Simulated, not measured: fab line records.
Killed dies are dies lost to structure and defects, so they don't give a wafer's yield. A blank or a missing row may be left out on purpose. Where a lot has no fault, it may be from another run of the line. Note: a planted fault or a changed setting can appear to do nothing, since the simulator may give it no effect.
Split-lot experiment    flow n5 finfet    route with 1938 steps; 7 lots, 21 wafers read

== ABOUT THE SPLIT ==
At N5_MOL_CONTACT_COAG_COAT_64 (time 60 s, resist thk 10 nm), the setting spin rpm was moved away from the recipe's 1500 rpm on 9 of the 21 wafers read, by -8.8% to -3.3%. For the rest of the wafers, this setting stayed at what the recipe calls for.

== FROM THE SPLIT TO THE READING: what the file shows between them, 8 steps ==
- N5_MOL_CONTACT_COAG_EXPOSE_37: exposes mask VD, defocus 0 nm (also split here: dose mj)
- N5_MOL_CONTACT_COAG_PEB_38: peb time 60 s
- N5_MOL_CONTACT_COAG_DEVELOP_39: develop time 30 s
- N5_MOL_CONTACT_COAG_CD_MEAS_40: target cd 25.1 nm
- N5_MOL_CONTACT_COAG_DESCUM_45: chemistry O2, time 7 s
- N5_MOL_CONTACT_COAG_ETCH_65: etches underlayer in N2/H2, target depth 13 nm, time 10.4 s
- N5_MOL_CONTACT_COAG_ETCH_66: etches SiARC in CF4, target depth 13 nm, time 21.7 s
- N5_MOL_CONTACT_COAG_ALD_133: deposits SiO2, target thk 5 nm, pulse time 1 s, co reactant pulse time 1 s

== THE READING ==
CAR-EUV_of_MOL_CONTACT_COAG_COAT_34.thk nm (the simulator's own value, which no gauge read), in nm, at N5_MOL_CONTACT_COAG_ETCHBACK_134 (etches SiO2 in CHF3, target depth 10 nm, time 6.7 s). The file does not state a usual value for it. Here, 12 wafers ran the recipe; their average is 15.6 nm with a standard deviation of 0.11 nm.

wafer   tool, chamber at the split  spin rpm as run, rpm  against the recipe  CAR-EUV_of_MOL_CONTACT_COAG_COAT_34.thk nm, nm  against lot-mates on the recipe
L085.1  litho track-04, 0           1451                  -3.3%               15.2                                            -0.2
L085.3  litho track-04, 0           1451                  -3.3%               15.2                                            -0.2
L085.2  litho track-04, 0           1500                  recipe              15.4                                            -
L084.3  litho track-01, 0           1417                  -5.5%               15.4                                            -0.2
L084.4  litho track-01, 0           1500                  recipe              15.6                                            -
L084.5  litho track-01, 0           1417                  -5.5%               15.2                                            -0.4
L086.3  litho track-05, 0           1500                  recipe              15.6                                            -
L086.4  litho track-05, 0           1500                  recipe              15.6                                            -
L086.5  litho track-05, 0           1500                  recipe              15.6                                            -
L089.1  litho track-05, 0           1429                  -4.7%               15.2                                            -0.3
L089.5  litho track-05, 0           1500                  recipe              15.6                                            -
L089.6  litho track-05, 0           1500                  recipe              15.4                                            -
L090.2  litho track-01, 0           1368                  -8.8%               15                                              -0.8
L090.5  litho track-01, 0           1368                  -8.8%               15                                              -0.8
L090.4  litho track-01, 0           1500                  recipe              15.8                                            -
L096.1  litho track-01, 0           1500                  recipe              15.6                                            -
L096.2  litho track-01, 0           1500                  recipe              15.6                                            -
L096.6  litho track-01, 0           1500                  recipe              15.4                                            -
L097.2  litho track-04, 0           1440                  -4.0%               15.4                                            -0.2
L097.4  litho track-04, 0           1440                  -4.0%               15.4                                            -0.2
L097.5  litho track-04, 0           1500                  recipe              15.6                                            -

THE FIT
A straight line over all 21 wafers: CAR-EUV_of_MOL_CONTACT_COAG_COAT_34.thk nm changes by +0.062 nm for each +1% of spin rpm; r = +0.86; the points scatter about the line by 0.11 nm.
The same after taking each lot's own level away (the mean of its wafers on the recipe; 21 wafers): +0.0778 nm for each +1%; r = +0.94; scatter 0.09 nm.
The reading moves by 0.68 nm for the largest change in spin rpm, on that fit.
Across the lots, their own levels run from 15.40 to 15.80 nm, a range of 3.6 times the standard deviation given above.
Hence the slope depends on the lot-to-lot level, as the two fits are not the same.
Check: with one of the wafers moved furthest among these (-8.8%) left out of the fit, the line predicts -0.611 nm for it against its lot-mates. It came out at -0.8 nm against them.

== THESE WAFERS: OTHER SPLITS ==
These wafers also went through other splits before the reading. Each is held against what the fit with the lots' levels taken away leaves over:
other split on the same wafers         wafers away from the commonest value  r with CAR-EUV_of_MOL_CONTACT_COAG_COAT_34.thk nm (lot level and that fit taken away)
N5_GATE_CUT_EXPOSE_10 dose mj          5                                     -0.04
N5_GATE_CUT_ETCH_36 cf4 flow sccm      7                                     -0.22
N5_MOL_CONTACT_COAG_EXPOSE_81 dose mj  8                                     -0.31
N5_MOL_CONTACT_COAG_EXPOSE_37 dose mj  9                                     -0.13

== THE WHOLE CHAIN: every reading that the file lists as answering this split, in the file's order ==
step                              what it does                                                 reading                                                                                         change (the file's fit)                 r (the file's)
N5_MOL_CONTACT_COAG_COAT_64       time 60 s, resist thk 10 nm                                  underlayer_of_MOL_CONTACT_COAG_COAT_64.thk nm (the simulator's own value, which no gauge read)  -0.0503 nm for each +1% of the setting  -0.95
N5_MOL_CONTACT_COAG_ETCH_65       etches underlayer in N2/H2, target depth 13 nm, time 10.4 s  CAR-EUV_of_MOL_CONTACT_COAG_COAT_34.thk nm (the simulator's own value, which no gauge read)     +0.0681 nm for each +1% of the setting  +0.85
N5_MOL_CONTACT_COAG_ETCH_65       etches underlayer in N2/H2, target depth 13 nm, time 10.4 s  etch.depth nm (the simulator's own value, which no gauge read)                                  -0.0542 nm for each +1% of the setting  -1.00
N5_MOL_CONTACT_COAG_ETCHBACK_134  etches SiO2 in CHF3, target depth 10 nm, time 6.7 s          CAR-EUV_of_MOL_CONTACT_COAG_COAT_34.thk nm (the simulator's own value, which no gauge read)     +0.0737 nm for each +1% of the setting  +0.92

== THE FILE'S OWN FIT ==
CAR-EUV_of_MOL_CONTACT_COAG_COAT_34.thk nm changes by +0.0737 nm for each +1% of spin rpm, r = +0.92.
